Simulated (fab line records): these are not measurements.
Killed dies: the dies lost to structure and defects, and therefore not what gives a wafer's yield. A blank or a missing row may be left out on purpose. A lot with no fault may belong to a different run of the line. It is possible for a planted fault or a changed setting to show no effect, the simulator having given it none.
fab line records	flow nand-harc
record lots=24	wafers=72	last-day=34
route steps=1302 shown P_ZERO_WELL@29 P_CONTACT@219
lots that met no fault: from a run of the same line without faults
start-h: hours from the record's opening day to when the first of the lot's shown wafers began	wait-h: hours elapsed since this lot's preceding step	" same as the row above	L1.1+2: a single row standing in for several wafers	- no value, or no start given	* or withheld: withheld	< > ~ a bound
route shown NAME@n: NAME is a module with steps in the file, n the number in the route of the first one	usual: average and standard deviation across the fault-free wafers	same: alike in all rows	chamber/n: place in a boat	sites: the reading at each site	_std_site: how widely they spread, as a standard deviation	_edge_site: outer sites' mean less inner sites'	radius-mm: for every site, how far away it sits from the centre of the wafer	mask NAME#n: copy n	behind: the most recent tool/chamber to have shaped the wafer	hold: cause of the lot's hold/its duration in hours/its outcome	device: names the non-switching transistor (n, p or np)	end of line: tests of these same wafers at the route's end	a step given without rows: its recipe and nothing more	killed: dies lost to structure and defects at the first sort, not the wafer's yield	map: shows each die of a wafer: x if killed, . if not, _ if none is there
set.NAME: the run value of the setting; set.NAME@STEP: its run value at that earlier step	model.NAME: the simulator's own value behind a step, which no gauge read
a sample of lots followed through the steps of the route, with each step as a table and each wafer as a row
services: the hour from which a tool's chamber was out of use, counted from the record's first day as start-h (under 0 if before that day), plus the number of hours and why
## steps
# step NHARC_P_ZERO_WELL_CD_MEAS_24
# recipe target-cd-nm=720	landing-energy-ev=500
# usual cd-nm=719.8/1.2
lot.wafer	tool	chamber	start-h	wait-h	cd-nm
L074.2	cd-sem-02	0	22.58	-	719.8
L074.4	"	0	"	"	718.7
L074.6	"	0	"	"	720.3
L075.2	cd-sem-02	0	32.67	-	721.3
L075.4	"	0	"	"	719.8
L075.6	"	0	"	"	720.9
L076.1	cd-sem-02	0	42.45	-	720.0
L076.3	"	0	"	"	721.1
L076.4	"	0	"	"	719.8
L077.1	cd-sem-03	0	52.69	-	717.6
L077.2	"	0	"	"	717.5
L077.4	"	0	"	"	719.1
L078.1	cd-sem-02	0	62.46	-	719.2
L078.4	"	0	"	"	719.1
L078.6	"	0	"	"	721.8
L079.1	cd-sem-03	0	72.45	-	720.5
L079.2	"	0	"	"	719.8
L079.6	"	0	"	"	718.6
L080.1	cd-sem-01	0	82.57	-	721.0
L080.4	"	0	"	"	719.9
L080.6	"	0	"	"	721.8
L081.2	cd-sem-01	0	92.46	-	720.6
L081.4	"	0	"	"	720.4
L081.6	"	0	"	"	721.2
L082.1	cd-sem-02	0	102.68	-	718.2
L082.4	"	0	"	"	718.6
L082.5	"	0	"	"	718.6
L083.1	cd-sem-02	0	112.66	-	720.3
L083.2	"	0	"	"	718.8
L083.5	"	0	"	"	718.9
L084.1	cd-sem-01	0	122.56	-	719.0
L084.2	"	0	"	"	718.9
L084.6	"	0	"	"	718.8
L085.1	cd-sem-02	0	132.72	-	719.5
L085.2	"	0	"	"	719.8
L085.5	"	0	"	"	719.9
L086.1	cd-sem-02	0	145.21	-	718.4
L086.4	"	0	"	"	717.9
L086.5	"	0	"	"	717.3
L087.1	cd-sem-02	0	152.52	-	720.4
L087.2	"	0	"	"	719.6
L087.6	"	0	"	"	720.2
L088.2	cd-sem-02	0	162.47	-	719.5
L088.4	"	0	"	"	719.6
L088.6	"	0	"	"	720.2
L089.1	cd-sem-03	0	172.67	-	719.0
L089.3	"	0	"	"	719.8
L089.6	"	0	"	"	720.3
L090.1	cd-sem-01	0	182.61	-	722.0
L090.3	"	0	"	"	720.3
L090.6	"	0	"	"	721.2
L091.1	cd-sem-02	0	192.60	-	718.9
L091.4	"	0	"	"	719.5
L091.6	"	0	"	"	719.2
L092.3	cd-sem-01	0	202.43	-	721.1
L092.4	"	0	"	"	721.0
L092.6	"	0	"	"	720.2
L093.1	cd-sem-03	0	212.61	-	721.1
L093.3	"	0	"	"	720.3
L093.4	"	0	"	"	720.1
L094.3	cd-sem-02	0	222.56	-	721.2
L094.5	"	0	"	"	721.0
L094.6	"	0	"	"	720.5
L095.1	cd-sem-03	0	232.60	-	719.9
L095.2	"	0	"	"	719.6
L095.3	"	0	"	"	720.3
L096.2	cd-sem-02	0	242.57	-	718.1
L096.4	"	0	"	"	716.7
L096.6	"	0	"	"	718.7
L097.4	cd-sem-02	0	252.62	-	720.6
L097.5	"	0	"	"	720.9
L097.6	"	0	"	"	720.2
# step NHARC_P_ZERO_WELL_DESCUM_26
# recipe time-s=3	o2-flow-sccm=200	ar-flow-sccm=0	bias-power-w=0	chemistry=O2
# usual drypump-motor-current-A=5.5/0.31	oes-product-au=0.998/0.0073	rf-vpp-V=57.8/0.85	showerhead-plenum-p-Torr=1.88/0.068	throttle-valve-pct=11.311/0.0093
lot.wafer	tool	chamber	start-h	wait-h	drypump-motor-current-A	oes-product-au	rf-hours-counter-h	rf-vpp-V	showerhead-plenum-p-Torr	throttle-valve-pct
L074.2	rie-diel-03	0	22.78	-	5.0	0.993	30	57.1	2.02	11.301
L074.6	"	1	"	"	5.3	0.997	-	58.0	1.79	11.307
L074.4	"	2	"	"	5.5	0.989	-	57.8	1.92	11.313
L075.2	rie-diel-08	3	32.83	-	5.4	0.983	2	58.6	1.83	11.300
L075.4	"	0	"	"	5.6	0.988	2	58.3	1.89	11.315
L075.6	"	0	"	"	5.6	0.985	-	57.3	1.89	11.329
L076.1	rie-diel-12	3	42.61	-	5.5	0.992	34	57.3	1.90	11.313
L076.4	"	0	"	"	5.5	0.983	37	58.0	1.93	11.307
L076.3	"	2	"	"	5.2	0.981	33	55.2	1.90	11.301
L077.1	rie-diel-03	2	52.96	-	5.6	1.003	39	57.3	1.91	11.311
L077.2	"	3	"	"	5.6	1.003	34	57.4	1.90	11.338
L077.4	"	0	"	"	5.0	1.001	44	58.3	2.01	11.311
L078.1	rie-diel-08	2	62.64	-	6.1	0.991	14	58.4	1.81	11.326
L078.4	"	0	"	"	5.6	0.991	13	59.1	1.89	11.299
L078.6	"	1	"	"	6.3	0.997	-	55.9	1.81	11.302
L079.1	rie-diel-12	1	72.64	-	5.7	1.000	48	58.6	2.00	11.308
L079.2	"	2	"	"	5.2	0.992	42	57.7	1.90	11.299
L079.6	"	0	"	"	5.4	0.999	-	57.8	1.93	11.318
L080.4	rie-diel-03	2	82.74	-	5.5	0.996	49	57.8	1.91	11.315
L080.1	"	0	"	"	5.0	0.998	52	59.1	2.01	11.312
L080.6	"	2	"	"	5.5	1.000	-	60.4	1.91	11.305
L081.4	rie-diel-08	1	92.64	-	6.2	1.004	19	57.6	1.81	11.309
L081.2	"	2	"	"	6.1	0.997	21	58.1	1.80	11.305
L081.6	"	3	"	"	5.4	0.999	-	57.2	1.83	11.319
L082.1	rie-diel-03	1	102.83	-	5.3	0.998	61	56.6	1.78	11.308
L082.4	"	2	"	"	5.5	1.000	56	57.8	1.91	11.305
L082.5	"	1	"	"	5.3	0.998	-	58.5	1.78	11.319
L083.1	rie-diel-08	1	112.84	-	6.2	0.997	30	57.9	1.80	11.306
L083.2	"	2	"	"	6.1	0.991	30	58.2	1.80	11.320
L083.5	"	0	"	"	5.6	0.999	-	57.2	1.88	11.308
L084.1	rie-diel-12	3	122.72	-	5.5	1.001	9	57.4	1.89	11.295
L084.2	"	1	"	"	5.6	0.994	10	58.2	2.00	11.316
L084.6	"	3	"	"	5.5	1.000	-	57.4	1.89	11.316
L085.1	rie-diel-08	3	132.88	-	5.4	0.991	36	58.1	1.82	11.299
L085.2	"	0	"	"	5.6	0.998	35	56.9	1.88	11.303
L085.5	"	3	"	"	5.4	0.988	-	57.3	1.82	11.321
L086.4	rie-diel-03	1	145.36	-	5.3	1.017	18	59.1	1.78	11.286
L086.1	"	0	"	"	5.0	0.995	14	58.2	2.00	11.316
L086.5	"	1	"	"	5.3	1.005	-	57.9	1.78	11.314
L087.2	rie-diel-03	0	152.68	-	5.0	0.991	16	57.5	2.00	11.310
L087.1	"	2	"	"	5.6	0.999	20	56.9	1.90	11.326
L087.6	"	0	"	"	5.0	0.982	-	58.5	2.00	11.315
L088.4	rie-diel-12	3	162.62	-	5.5	1.009	20	58.4	1.89	11.316
L088.2	"	0	"	"	5.5	1.005	20	58.9	1.92	11.314
L088.6	"	0	"	"	5.5	1.000	-	58.5	1.92	11.322
L089.1	rie-diel-12	3	172.83	-	5.5	1.012	22	58.4	1.89	11.323
L089.3	"	0	"	"	5.5	0.999	22	57.4	1.92	11.311
L089.6	"	0	"	"	5.5	1.007	-	58.5	1.92	11.322
L090.1	rie-diel-12	2	182.78	-	5.2	1.002	24	58.4	1.89	11.320
L090.3	"	3	"	"	5.5	1.004	28	56.4	1.88	11.317
L090.6	"	1	"	"	5.7	1.006	-	58.6	1.99	11.314
L091.1	rie-diel-12	0	192.76	-	5.5	0.994	28	56.7	1.92	11.329
L091.4	"	2	"	"	5.2	1.008	24	58.7	1.89	11.315
L091.6	"	1	"	"	5.7	0.994	-	58.4	1.99	11.300
L092.4	rie-diel-03	2	202.59	-	5.6	1.002	31	58.6	1.90	11.308
L092.3	"	3	"	"	5.5	1.004	36	57.9	1.88	11.321
L092.6	"	1	"	"	5.3	1.002	-	56.7	1.77	11.292
L093.3	rie-diel-03	1	212.77	-	5.3	0.995	41	57.9	1.77	11.289
L093.1	"	3	"	"	5.5	1.004	40	58.4	1.88	11.298
L093.4	"	0	"	"	5.0	1.003	40	59.6	1.99	11.309
L094.3	rie-diel-12	1	223.34	-	5.7	1.005	37	58.7	1.99	11.322
L094.6	"	2	"	"	5.2	1.009	-	56.9	1.89	11.314
L094.5	"	3	"	"	5.5	1.016	-	58.2	1.88	11.334
L095.1	rie-diel-12	0	232.79	-	5.5	1.007	41	57.4	1.91	11.314
L095.2	"	1	"	"	5.7	0.993	39	58.6	1.99	11.313
L095.3	"	2	"	"	5.2	0.994	35	56.2	1.89	11.305
L096.4	rie-diel-08	3	242.74	-	5.4	1.000	12	54.4	1.81	11.328
L096.2	"	0	"	"	5.6	0.994	12	56.8	1.87	11.298
L096.6	"	2	"	"	6.1	1.000	-	57.5	1.79	11.312
L097.4	rie-diel-08	3	252.79	-	5.4	0.989	15	57.4	1.81	11.316
L097.5	"	2	"	"	6.1	0.989	-	57.8	1.79	11.304
L097.6	"	3	"	"	5.4	0.991	-	58.0	1.81	11.305
# step NHARC_P_ZERO_WELL_INSPECT_43
# usual raw-defect-count=13/5.7
lot.wafer	tool	chamber	start-h	wait-h	raw-defect-count
L074.2	defect-inspect-01	-	27.62	0.5	15
L074.4	"	-	"	"	14
L074.6	"	-	"	"	11
L075.2	defect-inspect-02	-	37.85	0.5	12
L075.4	"	-	"	"	12
L075.6	"	-	"	"	4
L076.1	defect-inspect-02	-	47.42	0.6	18
L076.3	"	-	"	"	14
L076.4	"	-	"	"	13
L077.1	defect-inspect-01	-	58.04	0.6	16
L077.2	"	-	"	"	10
L077.4	"	-	"	"	7
L078.1	defect-inspect-01	-	67.43	0.6	7
L078.4	"	-	"	"	7
L078.6	"	-	"	"	8
L079.1	defect-inspect-02	-	77.45	0.6	17
L079.2	"	-	"	"	8
L079.6	"	-	"	"	11
L080.1	defect-inspect-01	-	87.55	0.6	11
L080.4	"	-	"	"	17
L080.6	"	-	"	"	11
L081.2	defect-inspect-01	-	97.55	0.5	14
L081.4	"	-	"	"	10
L081.6	"	-	"	"	8
L082.1	defect-inspect-02	-	107.61	0.6	22
L082.4	"	-	"	"	23
L082.5	"	-	"	"	20
L083.1	defect-inspect-01	-	117.62	0.6	15
L083.2	"	-	"	"	7
L083.5	"	-	"	"	12
L084.1	defect-inspect-02	-	127.53	0.6	26
L084.2	"	-	"	"	11
L084.6	"	-	"	"	14
L085.1	defect-inspect-02	-	137.59	0.6	18
L085.2	"	-	"	"	17
L085.5	"	-	"	"	12
L086.1	defect-inspect-02	-	150.33	0.6	13
L086.4	"	-	"	"	12
L086.5	"	-	"	"	16
L087.1	defect-inspect-01	-	157.49	0.6	14
L087.2	"	-	"	"	10
L087.6	"	-	"	"	9
L088.2	defect-inspect-01	-	167.32	0.5	17
L088.4	"	-	"	"	19
L088.6	"	-	"	"	16
L089.1	defect-inspect-02	-	178.00	0.6	12
L089.3	"	-	"	"	9
L089.6	"	-	"	"	17
L090.1	defect-inspect-01	-	187.69	0.6	9
L090.3	"	-	"	"	25
L090.6	"	-	"	"	8
L091.1	defect-inspect-01	-	197.59	0.6	29
L091.4	"	-	"	"	26
L091.6	"	-	"	"	23
L092.3	defect-inspect-01	-	207.47	0.4	7
L092.4	"	-	"	"	20
L092.6	"	-	"	"	16
L093.1	defect-inspect-02	-	217.45	0.6	14
L093.3	"	-	"	"	15
L093.4	"	-	"	"	16
L094.3	defect-inspect-02	-	228.25	0.3	12
L094.5	"	-	"	"	7
L094.6	"	-	"	"	7
L095.1	defect-inspect-02	-	237.62	0.6	14
L095.2	"	-	"	"	21
L095.3	"	-	"	"	15
L096.2	defect-inspect-02	-	247.69	0.5	10
L096.4	"	-	"	"	5
L096.6	"	-	"	"	17
L097.4	defect-inspect-02	-	257.60	0.2	15
L097.5	"	-	"	"	9
L097.6	"	-	"	"	5
# step NHARC_P_CONTACT_CMP_01
# recipe target-thk-nm=200	material=SiO2
# usual motor-current-A=12.6/0.95
lot.wafer	tool	chamber	start-h	wait-h	motor-current-A
L074.4	cmp-03	2	122.46	-	11.6
L074.2	"	3	"	"	11.3
L074.6	"	1	"	"	13.9
L075.2	cmp-01	0	122.48	-	13.1
L075.4	"	1	"	"	14.2
L075.6	"	0	"	"	13.6
L076.3	cmp-01	0	133.83	-	13.7
L076.1	"	2	"	"	12.6
L076.4	"	3	"	"	12.7
L077.4	cmp-01	2	146.98	-	12.9
L077.1	"	3	"	"	12.0
L077.2	"	0	"	"	13.6
L078.1	cmp-01	0	156.90	-	13.2
L078.4	"	2	"	"	12.3
L078.6	"	0	"	"	12.8
L079.2	cmp-01	0	165.91	-	14.0
L079.1	"	1	"	"	13.3
L079.6	"	0	"	"	13.8
L080.1	cmp-02	2	181.38	-	12.9
L080.4	"	0	"	"	11.9
L080.6	"	1	"	"	10.1
L081.2	cmp-03	2	190.20	-	12.3
L081.4	"	0	"	"	11.8
L081.6	"	3	"	"	11.0
L082.1	cmp-01	2	196.52	-	12.8
L082.4	"	3	"	"	12.6
L082.5	"	2	"	"	12.8
L083.1	cmp-01	3	220.89	-	12.6
L083.2	"	0	"	"	13.1
L083.5	"	2	"	"	12.8
L084.1	cmp-01	3	224.80	-	12.9
L084.2	"	0	"	"	13.6
L084.6	"	0	"	"	13.7
L085.2	cmp-03	0	229.21	-	10.8
L085.1	"	3	"	"	11.3
L085.5	"	1	"	"	13.0
L086.1	cmp-01	2	239.82	-	12.8
L086.4	"	0	"	"	13.2
L086.5	"	2	"	"	13.1
L087.1	cmp-01	0	248.24	-	13.0
L087.2	"	1	"	"	13.6
L087.6	"	2	"	"	13.0
L088.2	cmp-02	3	260.56	-	12.7
L088.4	"	0	"	"	11.7
L088.6	"	2	"	"	13.3
L089.1	cmp-02	2	271.31	-	13.6
L089.3	"	0	"	"	12.0
L089.6	"	2	"	"	13.2
L090.1	cmp-03	0	281.22	-	10.9
L090.3	"	2	"	"	12.1
L090.6	"	3	"	"	11.4
L091.1	cmp-03	3	287.05	-	11.4
L091.4	"	0	"	"	10.9
L091.6	"	2	"	"	12.5
L092.3	cmp-01	1	306.17	-	13.2
L092.4	"	2	"	"	12.4
L092.6	"	2	"	"	12.8
L093.1	cmp-01	1	313.55	-	13.4
L093.3	"	2	"	"	12.8
L093.4	"	3	"	"	12.4
L094.3	cmp-01	0	319.34	-	12.9
L094.5	"	2	"	"	12.4
L094.6	"	3	"	"	11.9
L095.1	cmp-02	0	329.20	-	12.4
L095.3	"	2	"	"	13.2
L095.2	"	3	"	"	12.4
L096.2	cmp-03	3	336.13	-	10.6
L096.4	"	2	"	"	12.3
L096.6	"	0	"	"	11.6
L097.4	cmp-01	1	348.98	-	14.1
L097.5	"	3	"	"	12.7
L097.6	"	0	"	"	13.4
# step NHARC_P_CONTACT_OVL_MEAS_13
# usual overlay-x-nm=-0.5/0.86	overlay-y-nm=-0.1/0.93
lot.wafer	tool	chamber	start-h	wait-h	overlay-x-nm	overlay-y-nm
L074.2	overlay-01	-	123.20	-	-1.9	-0.6
L074.4	"	-	"	"	-1.9	-0.5
L074.6	"	-	"	"	-2.4	-0.2
L075.2	overlay-02	-	123.37	-	-1.1	1.3
L075.4	"	-	"	"	-0.9	1.9
L075.6	"	-	"	"	-0.8	1.8
L076.1	overlay-01	-	134.75	-	-0.1	-0.3
L076.3	"	-	"	"	0.9	-0.1
L076.4	"	-	"	"	-0.1	0.2
L077.1	overlay-02	-	147.75	-	0.0	-0.2
L077.2	"	-	"	"	-0.8	-0.4
L077.4	"	-	"	"	-0.5	-0.5
L078.1	overlay-02	-	157.69	-	-0.2	0.1
L078.4	"	-	"	"	-0.1	0.2
L078.6	"	-	"	"	0.1	0.1
L079.1	overlay-02	-	166.80	-	-1.5	-0.4
L079.2	"	-	"	"	-1.6	-0.9
L079.6	"	-	"	"	-1.0	-0.4
L080.1	overlay-02	-	182.28	-	-0.1	-0.4
L080.4	"	-	"	"	-0.6	-0.2
L080.6	"	-	"	"	-0.7	-0.5
L081.2	overlay-01	-	191.00	-	0.7	1.5
L081.4	"	-	"	"	0.9	2.0
L081.6	"	-	"	"	0.7	1.9
L082.1	overlay-02	-	197.31	-	-1.7	-0.7
L082.4	"	-	"	"	-1.8	-0.5
L082.5	"	-	"	"	-1.8	-0.2
L083.1	overlay-01	-	221.75	-	-0.2	-0.9
L083.2	"	-	"	"	0.0	-0.9
L083.5	"	-	"	"	-0.1	-1.2
L084.1	overlay-02	-	225.74	-	0.6	-0.2
L084.2	"	-	"	"	0.7	0.0
L084.6	"	-	"	"	0.7	0.0
L085.1	overlay-02	-	230.14	-	-2.7	1.3
L085.2	"	-	"	"	-2.5	1.3
L085.5	"	-	"	"	-3.0	1.2
L086.1	overlay-02	-	240.74	-	-1.2	-0.8
L086.4	"	-	"	"	-1.2	-0.2
L086.5	"	-	"	"	-1.3	-0.7
L087.1	overlay-01	-	249.11	-	-0.3	-0.4
L087.2	"	-	"	"	-0.5	-1.0
L087.6	"	-	"	"	-1.0	-1.0
L088.2	overlay-02	-	261.43	-	-0.3	0.6
L088.4	"	-	"	"	0.0	0.8
L088.6	"	-	"	"	-0.4	0.8
L089.1	overlay-02	-	272.08	-	0.2	0.0
L089.3	"	-	"	"	0.0	-0.2
L089.6	"	-	"	"	0.4	-0.1
L090.1	overlay-02	-	282.12	-	-0.3	-0.5
L090.3	"	-	"	"	-0.6	-0.3
L090.6	"	-	"	"	-0.6	-0.2
L091.1	overlay-01	-	287.82	-	-0.1	-0.9
L091.4	"	-	"	"	-0.6	-0.6
L091.6	"	-	"	"	-0.6	-0.8
L092.3	overlay-01	-	307.10	-	0.2	-1.2
L092.4	"	-	"	"	0.2	-1.6
L092.6	"	-	"	"	0.1	-1.0
L093.1	overlay-01	-	314.46	-	0.0	0.9
L093.3	"	-	"	"	0.1	0.3
L093.4	"	-	"	"	0.5	0.8
L094.3	overlay-01	-	320.21	-	-0.6	0.5
L094.5	"	-	"	"	-0.7	-0.1
L094.6	"	-	"	"	0.0	0.8
L095.1	overlay-01	-	330.11	-	-0.2	1.6
L095.2	"	-	"	"	-0.1	1.3
L095.3	"	-	"	"	-0.1	1.0
L096.2	overlay-02	-	337.05	-	-0.3	-1.2
L096.4	"	-	"	"	-0.4	-1.2
L096.6	"	-	"	"	-0.4	-0.6
L097.4	overlay-01	-	349.85	-	0.2	-1.1
L097.5	"	-	"	"	0.1	-1.2
L097.6	"	-	"	"	0.0	-1.7
# step NHARC_P_CONTACT_ETCH_35
# recipe target-depth-a=390	over-etch-frac=0.3	time-s=65	ion-energy-ev=80	cf4-flow-sccm=150	ar-flow-sccm=0	rf-w=300	bias-w=100	chemistry=CF4
# usual drypump-motor-current-A=5.5/0.47	oes-product-au=1.002/0.007	rf-vpp-V=151.1/1.1	showerhead-plenum-p-Torr=1.75/0.07	throttle-valve-pct=13.285/0.0083
lot.wafer	tool	chamber	start-h	wait-h	drypump-motor-current-A	oes-product-au	rf-hours-counter-h	rf-vpp-V	showerhead-plenum-p-Torr	throttle-valve-pct
L074.2	rie-diel-09	0	123.38	0.1	5.1	0.995	7.2	149.7	1.73	13.276
L074.4	"	2	"	"	5.5	0.997	8.1	149.1	1.65	13.292
L074.6	"	3	"	"	4.9	1.002	-	152.0	1.78	13.278
L075.4	rie-diel-05	3	123.56	0.1	5.3	1.008	1.3	150.2	1.73	13.291
L075.2	"	1	"	"	5.9	0.993	1.2	150.8	1.69	13.281
L075.6	"	3	"	"	5.2	1.001	-	150.0	1.73	13.278
L076.3	rie-diel-09	3	134.93	0.1	5.0	1.001	7.7	150.9	1.78	13.273
L076.1	"	0	"	"	5.1	1.001	7.9	150.2	1.73	13.272
L076.4	"	2	"	"	5.5	0.999	8.5	150.8	1.65	13.287
L077.4	rie-diel-07	3	147.93	0.1	6.0	1.005	0.3	153.0	1.85	13.289
L077.1	"	0	"	"	5.5	1.005	0.4	152.8	1.87	13.282
L077.2	"	1	"	"	6.5	0.997	0.3	149.1	1.71	13.279
L078.1	rie-diel-09	1	157.88	0.1	5.2	0.999	0.0	150.9	1.83	13.280
L078.4	"	0	"	"	5.1	0.999	0.0	151.4	1.73	13.291
L078.6	"	2	"	"	5.5	1.001	-	148.9	1.65	13.272
L079.2	rie-diel-05	3	167.00	0.1	5.3	1.006	2.4	150.9	1.73	13.290
L079.1	"	0	"	"	5.2	1.008	2.5	149.7	1.66	13.286
L079.6	"	2	"	"	6.5	1.005	-	152.3	1.85	13.272
L080.4	rie-diel-09	3	182.46	0.1	5.0	0.989	2.2	151.1	1.78	13.284
L080.1	"	1	"	"	5.2	1.007	2.0	150.8	1.83	13.303
L080.6	"	0	"	"	5.1	0.992	-	151.0	1.73	13.279
L081.2	rie-diel-05	1	191.22	0.1	5.9	1.006	2.9	150.8	1.69	13.284
L081.4	"	2	"	"	6.5	1.007	-	152.4	1.85	13.283
L081.6	"	1	"	"	5.9	1.013	-	150.4	1.69	13.290
L082.4	rie-diel-09	3	197.50	0.1	5.0	1.003	2.7	152.2	1.78	13.299
L082.1	"	0	"	"	5.1	1.006	1.7	151.1	1.73	13.280
L082.5	"	2	"	"	5.5	1.000	-	150.4	1.65	13.293
L083.2	rie-diel-07	3	221.94	0.1	5.9	1.009	1.8	153.1	1.85	13.295
L083.1	"	1	"	"	6.4	1.011	1.8	148.8	1.71	13.294
L083.5	"	2	"	"	5.1	1.016	-	152.6	1.73	13.283
L084.2	rie-diel-05	1	225.94	0.1	5.9	0.987	4.0	152.4	1.69	13.276
L084.1	"	3	"	"	5.3	0.994	3.4	151.3	1.73	13.292
L084.6	"	0	"	"	5.2	1.000	-	149.7	1.66	13.295
L085.1	rie-diel-07	3	230.33	0.1	6.0	1.019	2.3	153.5	1.85	13.297
L085.2	"	0	"	"	5.5	1.007	2.3	150.5	1.87	13.277
L085.5	"	2	"	"	5.1	1.006	-	151.2	1.73	13.267
L086.4	rie-diel-07	3	240.93	0.1	6.0	1.012	2.8	153.4	1.85	13.302
L086.1	"	1	"	"	6.4	1.001	2.7	151.5	1.70	13.282
L086.5	"	2	"	"	5.1	1.001	-	150.8	1.73	13.298
L087.1	rie-diel-09	0	249.29	0.1	5.1	1.008	4.6	149.9	1.73	13.269
L087.2	"	3	"	"	5.0	0.998	6.3	151.5	1.77	13.292
L087.6	"	1	"	"	5.2	0.996	-	150.8	1.83	13.280
L088.2	rie-diel-09	1	261.62	0.1	5.2	0.998	5.7	151.8	1.83	13.299
L088.4	"	2	"	"	5.5	0.994	6.4	150.2	1.65	13.270
L088.6	"	3	"	"	5.0	1.006	-	150.5	1.77	13.276
L089.1	rie-diel-05	2	272.27	0.1	6.6	0.998	0.6	153.2	1.84	13.286
L089.3	"	0	"	"	5.2	0.998	0.6	151.5	1.66	13.284
L089.6	"	2	"	"	6.5	0.995	-	151.0	1.84	13.295
L090.1	rie-diel-09	1	282.30	0.1	5.2	1.001	7.2	152.0	1.83	13.287
L090.3	"	0	"	"	5.1	1.006	7.1	150.5	1.73	13.279
L090.6	"	2	"	"	5.5	1.004	-	149.6	1.65	13.277
L091.4	rie-diel-09	3	288.00	0.1	5.0	1.010	8.9	152.8	1.77	13.275
L091.1	"	2	"	"	5.5	1.012	8.0	150.2	1.65	13.288
L091.6	"	3	"	"	5.0	0.999	-	151.3	1.77	13.288
L092.4	rie-diel-09	2	307.30	0.1	5.5	0.992	9.7	149.2	1.65	13.286
L092.3	"	3	"	"	5.0	1.007	10.6	149.6	1.77	13.281
L092.6	"	1	"	"	5.2	0.990	-	152.1	1.83	13.293
L093.1	rie-diel-07	2	314.65	0.1	5.1	0.988	0.1	150.3	1.73	13.287
L093.3	"	0	"	"	5.5	0.990	0.2	152.6	1.87	13.281
L093.4	"	1	"	"	6.4	0.991	0.2	149.9	1.70	13.276
L094.3	rie-diel-05	3	320.39	0.1	5.2	1.002	1.9	149.7	1.73	13.278
L094.5	"	3	"	"	5.3	1.011	-	150.5	1.73	13.302
L094.6	"	0	"	"	5.3	1.002	-	149.3	1.66	13.289
L095.3	rie-diel-09	3	330.29	0.1	5.0	0.998	0.0	151.6	1.77	13.303
L095.1	"	0	"	"	5.1	1.004	0.0	150.7	1.73	13.286
L095.2	"	1	"	"	5.2	1.010	0.0	151.1	1.83	13.282
L096.2	rie-diel-05	2	337.24	0.1	6.5	1.012	1.7	151.6	1.84	13.295
L096.4	"	3	"	"	5.2	1.018	2.4	152.9	1.73	13.287
L096.6	"	2	"	"	6.6	1.003	-	153.6	1.84	13.267
L097.4	rie-diel-09	2	350.03	0.1	5.5	0.995	1.5	151.1	1.65	13.289
L097.6	"	2	"	"	5.5	0.993	-	149.7	1.65	13.290
L097.5	"	3	"	"	5.0	1.001	-	152.0	1.77	13.290
## services
tool	chamber	start-h	hours	kind
rie-diel-03	3	15.43	14.0	repair
cmp-01	-	26.81	0.8	repair
cmp-01	-	30.28	8.0	repair
cmp-01	-	83.01	1.1	repair
cmp-01	-	87.50	4.0	pm
rie-diel-12	-	92.08	9.0	pm
rie-diel-03	-	104.30	9.0	pm
rie-diel-12	2	138.81	5.6	repair
rie-diel-09	-	143.39	9.0	pm
rie-diel-09	0	165.49	4.0	repair
rie-diel-03	2	168.19	5.1	repair
cmp-01	-	172.94	1.0	repair
cmp-01	-	185.50	4.0	pm
rie-diel-09	2	189.90	5.2	repair
cmp-01	-	242.99	1.1	repair
rie-diel-12	3	253.39	6.3	repair
rie-diel-12	-	269.08	9.0	pm
cmp-01	-	275.61	1.7	repair
cmp-01	-	283.50	4.0	pm
rie-diel-12	2	316.05	8.9	repair
cmp-01	-	316.63	0.6	repair
cmp-01	-	317.91	1.1	repair
rie-diel-09	-	320.39	9.0	pm
rie-diel-12	3	344.41	4.1	repair
## key
fault none
